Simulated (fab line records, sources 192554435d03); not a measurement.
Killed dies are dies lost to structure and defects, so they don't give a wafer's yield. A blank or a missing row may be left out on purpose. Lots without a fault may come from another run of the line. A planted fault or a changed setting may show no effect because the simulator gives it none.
fab line records | flow n5_finfet
record lots=12 wafers=35 last_day=17
route steps=1938 shown ZERO_LAYER@10 WELL_APT@28 PASSIVATION@1936
lots that met no fault: from a run of the same line without faults
start_h: hours from the record's first day to the start of the lot's first wafer shown | wait_h: hours since the lot's step before | " the same as in the row above | L1.1+2: a row that stands for several wafers | - no value, or no start given | * or withheld: withheld | < > ~ a bound
route shown NAME@n: a module of which the file shows steps, and the number in the route of the first | usual: mean/standard deviation of fault-free wafers | same: alike in all rows | chamber/n: place in a boat | sites: the reading at each site | _std_site: their standard deviation | _edge_site: outer sites' mean less inner sites' | radius_mm: how far each site lies from the wafer's centre | mask NAME#n: copy n | behind: the tool/chamber that last shaped the wafer | hold: why the lot was held/for how many hours/how that ended | device: the transistor (n, p or np) that didn't switch | end of line: the same wafers' tests at the end of the route | a step without rows: its recipe alone | killed: dies lost to structure and defects at the first sort, not the wafer's yield | map: a wafer's dies, x killed, . not, _ none there
set.NAME: the setting as run; set.NAME@STEP: as run at that earlier step | model.NAME: the simulator's own value behind a step, which no gauge read
steps of the route over a sample of lots; a table a step, a row a wafer
services: from which hour (start_h, from the record's first day; less than 0 if before it) a tool's chamber was out of use, for how many hours, and why
## steps
# step N5_ZERO_LAYER_PEB_09
# recipe peb_temp_c=withheld peb_time_s=*
# columns lot.wafer tool chamber start_h wait_h
L381.3+4+5 litho_track-01 0 12.65 0.0
L382.3+4+6 litho_track-01 0 18.66 0.0
L383.1+2+5 litho_track-05 0 24.52 0.1
L385.1+4+5 litho_track-04 0 36.65 0.1
L387.4+5 litho_track-04 0 48.55 0.0
L388.1+3+6 litho_track-01 0 54.65 0.1
L391.2+5+6 litho_track-05 0 72.52 0.0
L392.2+3+5 litho_track-01 0 78.53 0.0
L393.2+3+6 litho_track-05 0 84.69 0.0
L394.3+4+5 litho_track-05 0 90.67 0.0
L396.1+3+5 litho_track-05 0 102.62 0.1
L397.1+2+6 litho_track-05 0 108.52 0.1
# step N5_ZERO_LAYER_CD_MEAS_11
# recipe target_cd_nm=2000 landing_energy_ev=500 detector=se_inlens
# usual cd_nm=1999.4/2.2
# columns lot.wafer tool chamber start_h wait_h cd_nm
L381.3 cd_sem-03 0 12.77 - 2002.7
L381.4 " 0 " " 2002.5
L381.5 " 0 " " 1998.9
L382.3 cd_sem-01 0 18.79 - 2001.6
L382.4 " 0 " " 2000.1
L382.6 " 0 " " 1998.4
L383.1 cd_sem-02 0 24.64 - 1999.4
L383.2 " 0 " " 2001.3
L383.5 " 0 " " 1999.2
L385.1 cd_sem-01 0 36.77 - 1996.8
L385.4 " 0 " " 1998.2
L385.5 " 0 " " 2000.7
L387.4 cd_sem-01 0 48.67 - 2002.6
L387.5 " 0 " " 2000.8
L388.1 cd_sem-01 0 54.77 - 1997.6
L388.3 " 0 " " 2000.1
L388.6 " 0 " " 1999.3
L391.2 cd_sem-01 0 72.64 - 1996.6
L391.5 " 0 " " 1998.2
L391.6 " 0 " " 1995.2
L392.2 cd_sem-01 0 78.65 - 2002.7
L392.3 " 0 " " 2001.9
L392.5 " 0 " " 2004.3
L393.2 cd_sem-02 0 84.81 - 1999.4
L393.3 " 0 " " 1997.3
L393.6 " 0 " " 1995.6
L394.3 cd_sem-01 0 90.79 - 1997.0
L394.4 " 0 " " 2000.7
L394.5 " 0 " " 1997.4
L396.1 cd_sem-01 0 102.74 - 2001.4
L396.3 " 0 " " 1991.8
L396.5 " 0 " " 2002.8
L397.1 cd_sem-03 0 108.64 - 1999.8
L397.2 " 0 " " 1991.8
L397.6 " 0 " " 1999.5
# step N5_ZERO_LAYER_ETCH_18
# recipe chemistry=HBr/Cl2 target=Si target_depth_a=1200 time_s=40 pressure_mtorr=10 icp_w=800 bias_w=75 HBr_flow_sccm=150 Cl2_flow_sccm=80
# usual chamber_pressure_mTorr=10.000/0.0096 drypump_motor_current_A=5.6/0.45 oes_product_au=1.002/0.018 throttle_valve_pct=36.5/0.39
# columns lot.wafer tool chamber start_h wait_h chamber_pressure_mTorr drypump_motor_current_A oes_product_au rf_hours_counter_h throttle_valve_pct
L381.3 rie_si-03 0 12.92 0.0 10.003 5.7 0.970 110 36.0
L381.4 " 3 " " 10.011 5.8 0.997 129 36.8
L381.5 " 2 " " 10.003 5.5 0.985 - 36.7
L382.3 rie_si-04 2 18.93 0.0 10.003 5.0 1.031 141 36.8
L382.4 " 3 " " 9.996 5.2 1.019 151 36.2
L382.6 " 1 " " 10.011 5.3 1.012 - 36.2
L383.1 rie_si-04 0 24.90 0.0 9.987 5.0 0.994 3 36.1
L383.2 " 3 " " 9.995 5.2 1.026 152 36.2
L383.5 " 1 " " 9.991 5.2 1.008 - 36.2
L385.1 rie_si-04 1 36.92 0.0 9.999 5.2 1.012 53 36.2
L385.4 " 0 " " 10.010 5.0 0.996 3 36.2
L385.5 " 1 " " 9.997 5.2 1.009 - 36.2
L387.4 rie_si-05 0 48.81 0.0 10.013 6.0 1.008 62 36.0
L387.5 " 0 " " 10.009 6.0 1.010 - 36.0
L388.1 rie_si-04 1 54.91 0.0 9.995 5.2 1.015 54 36.2
L388.3 " 2 " " 9.992 5.0 1.036 142 36.7
L388.6 " 0 " " 9.997 5.0 0.992 - 36.1
L391.2 rie_si-05 2 72.91 0.0 10.014 6.6 1.005 28 36.9
L391.5 " 1 " " 9.994 5.8 1.011 - 36.4
L391.6 " 2 " " 9.996 6.6 0.999 - 36.9
L392.2 rie_si-03 1 78.91 0.0 10.010 5.8 1.007 104 36.9
L392.3 " 2 " " 9.994 5.5 0.997 106 36.8
L392.5 " 3 " " 10.010 5.8 0.998 - 36.8
L393.2 rie_si-04 1 84.95 0.0 9.996 5.3 1.004 54 36.2
L393.3 " 0 " " 10.003 5.0 0.995 4 36.1
L393.6 " 3 " " 9.998 5.2 1.008 - 36.2
L394.3 rie_si-05 3 90.94 0.0 9.978 5.4 0.977 43 37.2
L394.4 " 1 " " 10.006 5.8 1.006 96 36.4
L394.5 " 1 " " 10.003 5.8 1.005 - 36.4
L396.1 rie_si-03 3 102.90 0.1 9.996 5.8 1.001 130 36.8
L396.3 " 2 " " 10.005 5.5 1.000 106 36.7
L396.5 " 2 " " 10.008 5.4 0.999 - 36.8
L397.1 rie_si-05 1 108.79 0.0 10.011 5.8 1.010 96 36.4
L397.2 " 3 " " 9.996 5.4 0.978 43 37.2
L397.6 " 2 " " 10.006 6.6 0.997 - 36.9
# step N5_ZERO_LAYER_STRIP_24
# recipe chemistry=O2 power_w=1000 temp_c=250 overash_fraction=0.3 pressure_mtorr=1000 o2_flow_sccm=6750
# usual chamber_pressure_mTorr=999.9/0.93 drypump_motor_current_A=5.6/0.52 heater_power_w=338/10 oes_product_au=0.646/0.0048 strip_time_to_endpoint_s=43.85/0.11
# same overash_fraction=0.3
# columns lot.wafer tool chamber start_h wait_h chamber_pressure_mTorr drypump_motor_current_A heater_power_w oes_product_au rf_hours_counter_h strip_time_to_endpoint_s
L381.3 plasma_asher-02 0 13.04 0.1 999.8 6.2 327 0.650 - 43.81
L381.4 " 1 " " 1000.0 5.8 339 0.643 - 43.80
L381.5 " 1 " " 1000.0 5.8 351 0.646 - 43.87
L382.3 plasma_asher-01 0 19.05 0.1 1001.0 5.7 340 0.635 - 43.85
L382.4 " 1 " " 999.4 4.7 335 0.641 - 43.87
L382.6 " 1 " " 999.9 4.7 315 0.652 - 43.86
L383.1 plasma_asher-02 1 25.01 0.1 999.2 5.8 341 0.641 27 43.80
L383.2 " 0 " " 999.4 6.2 333 0.652 27 43.90
L383.5 " 0 " " 1000.4 6.2 332 0.644 - 43.81
L385.1 plasma_asher-01 0 37.02 0.1 999.7 5.7 355 0.648 81 43.73
L385.4 " 0 " " 999.3 5.7 355 0.648 - 43.74
L385.5 " 1 " " 1001.3 4.7 333 0.648 - 43.72
L387.4 plasma_asher-02 1 48.94 0.1 1000.3 5.8 341 0.644 - 43.84
L387.5 " 0 " " 999.8 6.2 337 0.644 - 43.78
L388.1 plasma_asher-02 0 55.02 0.1 998.6 6.2 329 0.650 32 43.86
L388.3 " 0 " " 1000.3 6.2 328 0.659 - 43.75
L388.6 " 0 " " 1000.0 6.2 330 0.645 - 43.76
L391.2 plasma_asher-02 0 73.01 0.1 1002.3 6.2 329 0.640 37 43.99
L391.5 " 1 " " 1000.3 5.8 349 0.649 - 44.02
L391.6 " 0 " " 998.9 6.2 332 0.644 - 43.86
L392.2 plasma_asher-01 1 79.02 0.1 999.2 4.7 321 0.638 89 43.80
L392.3 " 0 " " 1001.3 5.7 346 0.651 - 43.92
L392.5 " 1 " " 999.8 4.7 322 0.647 - 43.94
L393.2 plasma_asher-02 1 85.06 0.1 999.8 5.8 354 0.646 39 43.90
L393.3 " 0 " " 998.4 6.2 335 0.636 - 43.82
L393.6 " 0 " " 1001.3 6.2 331 0.638 - 43.86
L394.3 plasma_asher-01 0 91.06 0.1 999.6 5.7 324 0.648 - 43.88
L394.4 " 1 " " 999.9 4.7 324 0.650 - 44.01
L394.5 " 0 " " 1000.7 5.8 355 0.648 - 43.90
L396.1 plasma_asher-01 0 103.02 0.1 999.7 5.7 352 0.642 93 43.77
L396.3 " 1 " " 1000.3 4.8 331 0.654 - 43.76
L396.5 " 1 " " 999.4 4.8 323 0.640 - 43.75
L397.1 plasma_asher-01 1 108.89 0.1 1001.8 4.7 320 0.642 94 43.92
L397.2 " 0 " " 999.6 5.7 343 0.646 94 44.00
L397.6 " 1 " " 999.2 4.7 323 0.640 - 43.91
# step N5_WELL_APT_CD_MEAS_08
# recipe target_cd_nm=200 landing_energy_ev=500 detector=se_inlens
# usual cd_nm=200.6/1.6
# columns lot.wafer tool chamber start_h wait_h cd_nm
L381.3 cd_sem-02 0 13.82 - 198.1
L381.4 " 0 " " 197.4
L381.5 " 0 " " 197.9
L382.3 cd_sem-02 0 19.83 - 199.2
L382.4 " 0 " " 198.7
L382.6 " 0 " " 199.1
L383.1 cd_sem-02 0 25.79 - 200.9
L383.2 " 0 " " 201.3
L383.5 " 0 " " 200.9
L385.1 cd_sem-01 0 37.68 - 202.1
L385.4 " 0 " " 204.0
L385.5 " 0 " " 201.2
L387.4 cd_sem-01 0 49.59 - 201.0
L387.5 " 0 " " 199.2
L388.1 cd_sem-03 0 55.68 - 199.6
L388.3 " 0 " " 200.3
L388.6 " 0 " " 200.1
L391.2 cd_sem-01 0 73.68 - 202.6
L391.5 " 0 " " 198.4
L391.6 " 0 " " 201.9
L392.2 cd_sem-01 0 79.68 - 200.7
L392.3 " 0 " " 201.0
L392.5 " 0 " " 201.8
L393.2 cd_sem-02 0 85.75 - 201.5
L393.3 " 0 " " 202.6
L393.6 " 0 " " 204.1
L394.3 cd_sem-03 0 91.83 - 202.8
L394.4 " 0 " " 202.0
L394.5 " 0 " " 203.3
L396.1 cd_sem-02 0 103.80 - 200.5
L396.3 " 0 " " 199.9
L396.5 " 0 " " 201.9
L397.1 cd_sem-02 0 109.56 - 201.0
L397.2 " 0 " " 201.5
L397.6 " 0 " " 201.7
# step N5_PASSIVATION_PROBE_49
# usual killed_at_M0_to_M3=35/11 killed_at_M4_up=14/5.4 killed_at_contacts=13/6 killed_at_front_end=38/11 killed_at_other=3.4/2.6 killed_dies=104/19 killed_open=68/13 killed_short=34/8.5
# same gross_dies=1180 killed_at_back_side=0
# columns lot.wafer tool chamber start_h wait_h killed_at_M0_to_M3 killed_at_M4_up killed_at_contacts killed_at_front_end killed_at_other killed_dies killed_open killed_short
L394.5 prober-01 - 395.76 0.2 44 15 9 29 6 103 68 31
# killed by level:class
L394.5 STI_FIN_REVEAL:geometric_particle:open=9 BEOL_M0_SAQP:geometric_particle:short=9 BEOL_M0_SAQP:geometric_particle:open=9 MOL_CONTACT_COAG:geometric_particle:open=7 BEOL_M3:geometric_particle:open=6 DUMMY_GATE:geometric_particle:open=5 BEOL_M1:geometric_particle:open=5 BEOL_M2:geometric_particle:open=5
## services
# columns tool chamber start_h hours kind
plasma_asher-02 - -9.71 3.5 repair
plasma_asher-02 - 2.25 0.8 repair
rie_si-05 - 24.68 0.4 repair
rie_si-03 1 36.44 6.0 repair
rie_si-03 - 67.54 0.3 repair
rie_si-05 2 91.24 4.4 repair
## key
first_sign step=N5_ZERO_LAYER_CD_MEAS_11 reading=cd_nm direction=down sigmas=3.4 usual=1999.4 struck=1991.8
effect none on later readings
met_at N5_ZERO_LAYER_PEB_09
struck_lots L396,L397
struck_wafers L396.3,L397.2
tester_left_out L396,L397
not_acting_at N5_ZERO_LAYER_ETCH_18,N5_ZERO_LAYER_STRIP_24,N5_WELL_APT_CD_MEAS_08
onset_between 90.67 102.62
fault kind=process_parameter_drift tool=litho_track-05 chamber=- onset_h=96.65 steps=N5_ZERO_LAYER_PEB_09 channel=peb_time_s offset=* shape=step end_h=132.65 scope=struck_wafers_only acts_in=* stated=*
# tester_left_out: of these lots the tester's yield and bins aren't shown, on N5 and GAA mostly nor the transistor test; their killed dies are dies lost to structure and defects alone, not to doping, threshold or leakage, so they don't give the yield
